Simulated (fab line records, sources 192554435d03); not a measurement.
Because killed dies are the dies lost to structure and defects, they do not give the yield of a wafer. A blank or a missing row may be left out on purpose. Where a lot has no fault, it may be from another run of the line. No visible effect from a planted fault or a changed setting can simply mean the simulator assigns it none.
Matching of chambers / flow n5_finfet / 4 sister chambers for N5_BEOL_M1_CMP_52 on cmp-02
The step polishes, stops on SiOC, t overpolish 6.8 s, target thk 40 nm. 16 wafers are shown with their chamber, then 8 later ones without.

## WAFERS WITH THEIR CHAMBER
wafer=L074.1; chamber=3; motor_current_A (A)=6.1; slurry_flow_ml_min=150.5; time_to_endpoint_s (s)=62
wafer=L074.3; chamber=0; motor_current_A (A)=5.8; slurry_flow_ml_min=150.5; time_to_endpoint_s (s)=55
wafer=L074.4; chamber=1; motor_current_A (A)=6.8; slurry_flow_ml_min=149.9; time_to_endpoint_s (s)=64
wafer=L076.1; chamber=0; motor_current_A (A)=5.6; slurry_flow_ml_min=150.1; time_to_endpoint_s (s)=61
wafer=L076.2; chamber=2; motor_current_A (A)=5.9; slurry_flow_ml_min=149.6; time_to_endpoint_s (s)=60
wafer=L076.4; chamber=1; motor_current_A (A)=7.3; slurry_flow_ml_min=150.4; time_to_endpoint_s (s)=66
wafer=L078.3; chamber=2; motor_current_A (A)=6.0; slurry_flow_ml_min=149.5; time_to_endpoint_s (s)=62
wafer=L078.4; chamber=0; motor_current_A (A)=5.7; slurry_flow_ml_min=150.4; time_to_endpoint_s (s)=55
wafer=L078.5; chamber=2; motor_current_A (A)=5.7; slurry_flow_ml_min=149.3; time_to_endpoint_s (s)=60
wafer=L082.2; chamber=3; motor_current_A (A)=6.0; slurry_flow_ml_min=150.0; time_to_endpoint_s (s)=59
wafer=L082.4; chamber=0; motor_current_A (A)=5.8; slurry_flow_ml_min=150.4; time_to_endpoint_s (s)=57
wafer=L082.5; chamber=0; motor_current_A (A)=5.8; slurry_flow_ml_min=150.1; time_to_endpoint_s (s)=57
wafer=L087.1; chamber=3; motor_current_A (A)=6.2; slurry_flow_ml_min=150.6; time_to_endpoint_s (s)=57
wafer=L087.5; chamber=1; motor_current_A (A)=7.4; slurry_flow_ml_min=150.0; time_to_endpoint_s (s)=60
wafer=L087.6; chamber=0; motor_current_A (A)=5.9; slurry_flow_ml_min=149.2; time_to_endpoint_s (s)=56
wafer=L088.1; chamber=0; motor_current_A (A)=5.8; slurry_flow_ml_min=150.0; time_to_endpoint_s (s)=55

SIGNATURES, as means of the wafers listed above
reading=motor_current_A; chamber 0=5.771; chamber 1=7.167; chamber 2=5.867; chamber 3=6.100; scatter within a chamber=0.165
reading=slurry_flow_ml_min; chamber 0=150.100; chamber 1=150.100; chamber 2=149.467; chamber 3=150.367; scatter within a chamber=0.36
reading=time_to_endpoint_s; chamber 0=56.57; chamber 1=63.33; chamber 2=60.67; chamber 3=59.33; scatter within a chamber=2.27
Rule: a wafer's distance from a chamber is the root of the sum, over the readings, of the square of ((its reading less the chamber's mean) divided by the reading's scatter). The wafer belongs to the nearest chamber; if the next one is less than 2 further off, it can't be placed. The scatter: take each reading less its chamber's mean, square it, sum over the shown wafers, divide by the number of wafers less the number of chambers, and take the root.

## WAFERS WITH NO CHAMBER GIVEN
wafer=L088.2; motor_current_A (A)=6.0; slurry_flow_ml_min=150.4; time_to_endpoint_s (s)=60
wafer=L088.5; motor_current_A (A)=6.0; slurry_flow_ml_min=150.5; time_to_endpoint_s (s)=55
wafer=L093.3; motor_current_A (A)=6.9; slurry_flow_ml_min=149.6; time_to_endpoint_s (s)=66
wafer=L093.5; motor_current_A (A)=5.9; slurry_flow_ml_min=149.7; time_to_endpoint_s (s)=61
wafer=L093.6; motor_current_A (A)=6.1; slurry_flow_ml_min=149.2; time_to_endpoint_s (s)=65
wafer=L091.3; motor_current_A (A)=6.0; slurry_flow_ml_min=149.4; time_to_endpoint_s (s)=61
wafer=L091.4; motor_current_A (A)=6.2; slurry_flow_ml_min=150.2; time_to_endpoint_s (s)=58
wafer=L091.5; motor_current_A (A)=5.9; slurry_flow_ml_min=149.2; time_to_endpoint_s (s)=64

## THE CHAMBER EACH PASSED THROUGH
wafer=L088.2; from the rows above=can't be placed: 3 or 0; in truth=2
wafer=L088.5; from the rows above=can't be placed: 0 or 3 or 2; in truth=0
wafer=L093.3; from the rows above=1; in truth=1
wafer=L093.5; from the rows above=can't be placed: 2 or 3 or 0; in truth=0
wafer=L093.6; from the rows above=can't be placed: 2 or 3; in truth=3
wafer=L091.3; from the rows above=2; in truth=2
wafer=L091.4; from the rows above=can't be placed: 3 or 0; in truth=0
wafer=L091.5; from the rows above=2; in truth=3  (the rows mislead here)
Placed correctly: 2 of 8. From these rows, 5 cannot be placed; in 4 the true chamber is one of the candidates. Number placed wrongly: 1.
